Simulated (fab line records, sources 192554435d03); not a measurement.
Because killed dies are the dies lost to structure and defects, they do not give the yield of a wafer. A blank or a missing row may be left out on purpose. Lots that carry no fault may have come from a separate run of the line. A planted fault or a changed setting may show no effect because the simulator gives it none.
A struck lot beside a sound one	flow n5Finfet	21 out of 1938 route steps
Sound: these wafers, L494.1, L494.2, L494.5. Wafers L478.1, L478.2, L478.3 were the ones struck. Last of all comes the cause.
Each step with rows lists, per side, the tool, then ch with its chambers, then its first start. Under that, the readings that differ: sound wafers	struck wafers	difference of the means	sigmas: that difference in standard deviations of wafers without a fault.
alike: readings whose means differ by less than 2 such deviations, and words and numbers that are the same on both sides. not compared: withheld readings, readings that some wafer has no value for, bounds like >300 that may hide the same value, and numbers for which the record gives no deviation and whose values overlap.
The two part at a step that has a row with sigmas, a row that says differs or no value, or rows on one side only. Numbers that have no deviation but don't overlap get no sigmas and don't part them. A reading that every wafer of one side lacks parts them only if that side has two wafers or more.

N5_STI_FIN_REVEAL_ETCHBACK_08: etches SiO2 in C4F6/O2, target depth 30.5 nm, time 10.167 s.
  sound on rieDiel-01 ch 1,2,3, day 7 07:47; struck on rieDiel-05 ch 0,1,3, day 3 04:38
  alike: drypumpMotorCurrentA, oes_ar_750_au, oesProductAu, rfVppV, showerheadPlenumPTorr, throttleValvePct
  not compared: rfHoursCounterH
N5_STI_FIN_REVEAL_STRIP_24: strips in N2/H2, time 90 s.
  sound on rieDiel-01 ch 1,2,3, day 7 07:50; struck on rieDiel-05 ch 0,1,3, day 3 04:41
  alike: biasPowerW, chamberPressureMTorr, drypumpMotorCurrentA, oesProductAu, rfVppV, showerheadPlenumPTorr, throttleValvePct
  not compared: rfHoursCounterH
then, 4 steps without rows for these wafers: N5_STI_FIN_REVEAL_PRECLEAN_25 (cleans in SPM, time 90 s); N5_STI_FIN_REVEAL_PRECLEAN_26 (cleans in SC1, time 45 s); N5_STI_FIN_REVEAL_PRECLEAN_29 (cleans in DHF, time 30 s); N5_STI_FIN_REVEAL_SRD_12 (time 30 s).
N5_STI_FIN_REVEAL_RECESS_09: chemistry HF/NH3, target SiO2, afs cycles 11, target depth 42.5 nm, sublimation time 60 s.
  sound on vaporEtch-01 ch 0,1, day 7 08:03; struck on vaporEtch-01 ch 0,1, day 3 04:54
  alike: drypumpMotorCurrentA
then, 3 steps without rows for these wafers: N5_STI_FIN_REVEAL_STRIP_16 (strips SiNx in H3PO4, target depth 23.8 nm); N5_STI_FIN_REVEAL_PRECLEAN_17 (cleans in NF3:NH3, afs cycles 1, time 20 s, sublimation time 60 s); N5_STI_FIN_REVEAL_ETCH_34 (etches Si in H2, material Si, target depth 0.97 nm).
N5_STI_FIN_REVEAL_OXIDATION_31: chemistry O2 PLASMA REMOTE, time 20 s.
  sound on plasmaAsher-02 ch 0,1, day 7 10:13; struck on plasmaAsher-01 ch 0,1, day 3 07:04
  alike: drypumpMotorCurrentA, heaterPowerW
  not compared: rfHoursCounterH
then, 1 step without rows for these wafers: N5_STI_FIN_REVEAL_PRECLEAN_32 (cleans in NF3:NH3, afs cycles 1, time 20 s, sublimation time 60 s).
N5_STI_FIN_REVEAL_STRIP_35: strips Si3N4 in H3PO4, target depth 4 nm, time 39 s.
  sound on wetBench-01 ch 1,5,6, day 7 10:31; struck on wetBench-06 ch 2,3,7, day 3 07:22
  no value came back on the struck wafers for bathGuardTempC (C), bathHeatDutyPct (%); on the sound wafers bathGuardTempC (C) reads 166.0 165.6 164.0
reading	sound	struck	difference	sigmas
model.Si_of_PMOS_HMC_CHANNEL_EPI_EPI_26.thkNm (nm)	2.6 2.6 2.6	3 3 3	+0	
then, 1 step without rows for these wafers: N5_STI_FIN_REVEAL_SRD_21 (time 30 s).
N5_STI_FIN_REVEAL_OXIDATION_33: chemistry O2 PLASMA REMOTE, time 20 s.
  sound on plasmaAsher-01 ch 0,1, day 7 10:35; struck on plasmaAsher-02 ch 0,1, day 3 07:32
  alike: drypumpMotorCurrentA, heaterPowerW
  not compared: rfHoursCounterH
N5_STI_FIN_REVEAL_CLEAN_19: cleans in O3/DIW, time 120 s.
  sound on wetBench-01 ch 0,1,2, day 7 10:40; struck on wetBench-06 ch 0,4,6, day 3 07:38
reading	sound	struck	difference	sigmas
model.Si_of_PMOS_HMC_CHANNEL_EPI_EPI_26.thkNm (nm)	2.4 2.4 2.4	2.8 2.8 2.8	+0.4	
then, 1 step without rows for these wafers: N5_STI_FIN_REVEAL_SRD_23 (time 30 s).
N5_STI_FIN_REVEAL_CD_MEAS_22: target cd 6.238 nm, pitch 28 nm.
  struck on cdSem-02, day 3 07:43; sound on cdSem-01, day 7 10:44
  alike: cdNm
N5_STI_FIN_REVEAL_FIN_H_MEAS_10:
  struck on ocd-02, day 3 07:44; sound on ocd-01, day 7 10:46
reading	sound	struck	difference	sigmas
trenchDepthNm (nm)	52.2 52.6 51.9	47.9 49.1 49.5	-3.4	-5
then, 1 step without rows for these wafers: N5_STI_FIN_REVEAL_PRECLEAN_18 (cleans in SC2, time 45 s).
N5_PASSIVATION_PROBE_49:
  rows exist in the record for the sound wafers here (prober-02, day 17 01:53), none for the struck ones

## WHERE THEY PART
At N5_STI_FIN_REVEAL_STRIP_35 first; at N5_PASSIVATION_PROBE_49 last (within this record only).

WHY: what had been put in by the simulator
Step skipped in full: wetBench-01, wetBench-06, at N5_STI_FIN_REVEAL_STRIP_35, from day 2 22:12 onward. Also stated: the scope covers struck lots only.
